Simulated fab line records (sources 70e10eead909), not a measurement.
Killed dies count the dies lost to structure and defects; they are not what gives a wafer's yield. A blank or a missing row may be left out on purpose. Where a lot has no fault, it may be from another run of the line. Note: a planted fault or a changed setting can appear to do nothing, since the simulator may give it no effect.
Which tool is to blame? :: flow nand_harc :: 12 lots, 36 wafers sampled, at 1 step of a route of 1159

## WHAT THE GAUGES READ, wafer by wafer
NHARC_A_ONON_D1_THK_MEAS_08: measures by ellipsometry.
lot: L076
measured: day 7 20:22
on: film_metro-02
thk_nm (nm): 984 985 986

lot: L077
measured: day 8 17:00
on: film_metro-01
thk_nm (nm): 1005 1008 1008

lot: L079
measured: day 8 22:28
on: film_metro-02
thk_nm (nm): 987 987 988

lot: L081
measured: day 9 09:11
on: film_metro-02
thk_nm (nm): 1002 1001 1001

lot: L082
measured: day 9 15:43
on: film_metro-02
thk_nm (nm): 1009 1009 1008

lot: L088
measured: day 11 00:52
on: film_metro-02
thk_nm (nm): 997 997 997

lot: L086
measured: day 11 08:37
on: film_metro-02
thk_nm (nm): 992 992 991

lot: L090
measured: day 11 16:47
on: film_metro-02
thk_nm (nm): 991 993 991

lot: L091
measured: day 11 21:10
on: film_metro-02
thk_nm (nm): 999 998 1001

lot: L095
measured: day 12 10:08
on: film_metro-01
thk_nm (nm): 1010 1011 1012

lot: L094
measured: day 12 13:47
on: film_metro-01
thk_nm (nm): 1003 1001 1002

lot: L097
measured: day 13 15:04
on: film_metro-02
thk_nm (nm): 1002 999 1000

## TOOL THAT RAN EACH LOT (tool first, then ch and the chambers of the sampled wafers, then the start)
Record: no process step prior to these readings.

## THE ANSWER, worked out from the rows above alone
Rule: usual is defined by the lots themselves. The widest of any qualifying gaps counts: lots, ordered by their means at a reading, are off when they make up no more than a third of the lots, leave a main group of 4 or more, and stand apart from it by 3 or more times the standard deviation of that group's means. Not used: any main group whose means are identical at the precision the tables above print for the reading. A lot without any number at a reading at which 4 lots or more have one is off too. All remaining lots with rows at the step are treated as sound.
No lot is off at any reading shown: from this, nothing can be told.

## WHAT THE SIMULATOR HAD PUT IN
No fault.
